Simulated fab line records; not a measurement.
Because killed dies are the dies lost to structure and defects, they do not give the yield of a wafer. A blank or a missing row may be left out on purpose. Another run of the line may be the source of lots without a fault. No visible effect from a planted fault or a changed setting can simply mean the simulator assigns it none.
Which tool is to blame? + flow n5Finfet + 27 wafers from 9 lots sampled at 3 of the route's 1938 steps

== WHAT THE GAUGES SHOWED, per wafer ==
N5_FIN_CUT_INSPECT_10: inspects for defects (brightfield).
| lot  | measured    | on               | rawDefectCount |
|------|-------------|------------------|----------------|
| L474 | day 2 15:25 | defectInspect-01 | 25 37 48       |
| L479 | day 3 20:38 | defectInspect-01 | 32 34 455      |
| L480 | day 4 02:33 | defectInspect-01 | 34 26 49       |
| L484 | day 5 04:00 | defectInspect-02 | 39 35 30       |
| L486 | day 5 14:31 | defectInspect-02 | 35 56 38       |
| L490 | day 6 15:08 | defectInspect-01 | 28 42 38       |
| L491 | day 6 22:37 | defectInspect-02 | 41 48 36       |
| L492 | day 7 02:05 | defectInspect-02 | 23 39 55       |
| L494 | day 7 15:19 | defectInspect-02 | 59 57 47       |

== WHICH TOOL RAN EACH LOT (tool, then ch and the chambers of the sampled wafers, then the start) ==
| lot  | N5_FIN_SAQP_STRIP_23              | N5_FIN_SAQP_MANDREL_ETCH_58    |
|------|-----------------------------------|--------------------------------|
| L474 | wetBench-03 ch 2,4,7, day 2 10:28 | rieSi-05 ch 0,2,3, day 2 13:05 |
| L479 | wetBench-03 ch 1,3,7, day 3 16:02 | rieSi-05 ch 0,1, day 3 17:53   |
| L480 | wetBench-02 ch 1,2,7, day 3 22:23 | rieSi-03 ch 0,1,2, day 4 00:13 |
| L484 | wetBench-06 ch 4,5,6, day 4 22:49 | rieSi-03 ch 0,1,2, day 5 01:26 |
| L486 | wetBench-02 ch 1,4,7, day 5 10:20 | rieSi-05 ch 1,2,3, day 5 12:05 |
| L490 | wetBench-03 ch 1,3,4, day 6 10:02 | rieSi-03 ch 1,2,3, day 6 12:18 |
| L491 | wetBench-02 ch 0,2,7, day 6 17:23 | rieSi-05 ch 0,2,3, day 6 19:55 |
| L492 | wetBench-06 ch 2,3,5, day 6 21:46 | rieSi-03 ch 0,1,3, day 6 23:46 |
| L494 | wetBench-03 ch 0,2,5, day 7 10:22 | rieSi-06 ch 0,1,3, day 7 12:38 |
- N5_FIN_SAQP_STRIP_23: strips in SPM, time 750 s.
- N5_FIN_SAQP_MANDREL_ETCH_58: etches a-Si in HBr/Cl2, stops on SiNx, target depth 45 nm, bt time 10 s, time 27 s.

== THE ANSWER, worked out from the rows above alone ==
Rule: the lots themselves supply what counts as usual. Put in order of their means at a reading, lots are off if they are a third of the lots or fewer, leave a main group of 4 or more, and stand apart from it by a gap of 3 or more times the standard deviation of the main group's means; of several such gaps the widest counts. A main group is skipped when, at the precision printed for the reading in the tables above, its means are all equal. Also off: a lot with no number at a reading for which 4 or more lots have one. Where the step has rows for the other lots, those lots are counted as sound.
Off, at N5_FIN_CUT_INSPECT_10 on rawDefectCount: L479. Main group: mean 40, sd 6.
A tool fits if, at a process step before that reading, it ran every lot that is off, and no sound lot after the first of them. Those tools and the gauges at N5_FIN_CUT_INSPECT_10 are tried in the same way. None of those tried fits.

== WHAT WAS PUT IN BY THE SIMULATOR ==
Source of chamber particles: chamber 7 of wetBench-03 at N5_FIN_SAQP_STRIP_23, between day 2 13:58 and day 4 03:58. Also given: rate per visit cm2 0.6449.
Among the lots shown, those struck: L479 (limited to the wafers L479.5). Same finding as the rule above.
